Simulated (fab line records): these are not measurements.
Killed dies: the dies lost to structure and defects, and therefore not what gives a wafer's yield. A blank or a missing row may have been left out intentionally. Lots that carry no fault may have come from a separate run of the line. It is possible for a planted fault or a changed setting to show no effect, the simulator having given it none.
Chamber matching || flow n5_finfet || pecvd-04 running N5_BEOL_M1_PECVD_72: 3 sister chambers
The step deposits SiO2 from TEOS/O2, target thk 16 nm, time 18 s. 6 wafers are shown with their chamber, then 10 later ones without.

WAFERS, EACH WITH ITS CHAMBER
{"wafer": "L086.1", "chamber": 1, "throttle_valve_pct (%)": 21.6, "showerhead_plenum_p_Torr (Torr)": 8.88}
{"wafer": "L088.2", "chamber": 2, "throttle_valve_pct (%)": 21.0, "showerhead_plenum_p_Torr (Torr)": 8.75}
{"wafer": "L088.3", "chamber": 1, "throttle_valve_pct (%)": 21.9, "showerhead_plenum_p_Torr (Torr)": 8.87}
{"wafer": "L088.5", "chamber": 0, "throttle_valve_pct (%)": 23.7, "showerhead_plenum_p_Torr (Torr)": 8.73}
{"wafer": "L092.1", "chamber": 0, "throttle_valve_pct (%)": 23.5, "showerhead_plenum_p_Torr (Torr)": 8.74}
{"wafer": "L092.2", "chamber": 2, "throttle_valve_pct (%)": 21.2, "showerhead_plenum_p_Torr (Torr)": 8.77}

WAFERS WHOSE CHAMBER IS MISSING
{"wafer": "L092.4", "throttle_valve_pct (%)": 20.6, "showerhead_plenum_p_Torr (Torr)": 8.76}
{"wafer": "L091.1", "throttle_valve_pct (%)": 21.7, "showerhead_plenum_p_Torr (Torr)": 8.89}
{"wafer": "L091.3", "throttle_valve_pct (%)": 20.8, "showerhead_plenum_p_Torr (Torr)": 8.75}
{"wafer": "L091.6", "throttle_valve_pct (%)": 21.7, "showerhead_plenum_p_Torr (Torr)": 8.87}
{"wafer": "L094.2", "throttle_valve_pct (%)": 21.6, "showerhead_plenum_p_Torr (Torr)": 8.88}
{"wafer": "L094.5", "throttle_valve_pct (%)": 21.0, "showerhead_plenum_p_Torr (Torr)": 8.75}
{"wafer": "L094.6", "throttle_valve_pct (%)": 21.8, "showerhead_plenum_p_Torr (Torr)": 8.87}
{"wafer": "L097.1", "throttle_valve_pct (%)": 20.9, "showerhead_plenum_p_Torr (Torr)": 8.75}
{"wafer": "L097.2", "throttle_valve_pct (%)": 21.7, "showerhead_plenum_p_Torr (Torr)": 8.89}
{"wafer": "L097.6", "throttle_valve_pct (%)": 21.8, "showerhead_plenum_p_Torr (Torr)": 8.90}

CHAMBER TAKEN BY EACH
{"wafer": "L092.4", "from the rows above": 2, "in truth": 2}
{"wafer": "L091.1", "from the rows above": 1, "in truth": 1}
{"wafer": "L091.3", "from the rows above": 2, "in truth": 2}
{"wafer": "L091.6", "from the rows above": 1, "in truth": 1}
{"wafer": "L094.2", "from the rows above": 1, "in truth": 1}
{"wafer": "L094.5", "from the rows above": 2, "in truth": 2}
{"wafer": "L094.6", "from the rows above": 1, "in truth": 1}
{"wafer": "L097.1", "from the rows above": 2, "in truth": 2}
{"wafer": "L097.2", "from the rows above": 1, "in truth": 1}
{"wafer": "L097.6", "from the rows above": 1, "in truth": 1}
Correct placement for 10 of the 10. Can't be placed from these rows: 0. Number placed wrongly: 0.
How it was worked out, from the rows above alone: a wafer's distance from a chamber is the root of the sum, over the readings, of the square of ((its reading less the chamber's mean) divided by the reading's scatter). If the next closest chamber is less than 2 further off than the closest, the wafer can't be placed; otherwise it belongs to the closest. Each chamber's mean is taken over the wafers shown for it. The scatter: take each reading less its chamber's mean, square it, sum over the shown wafers, divide by the number of wafers less the number of chambers, and take the root.
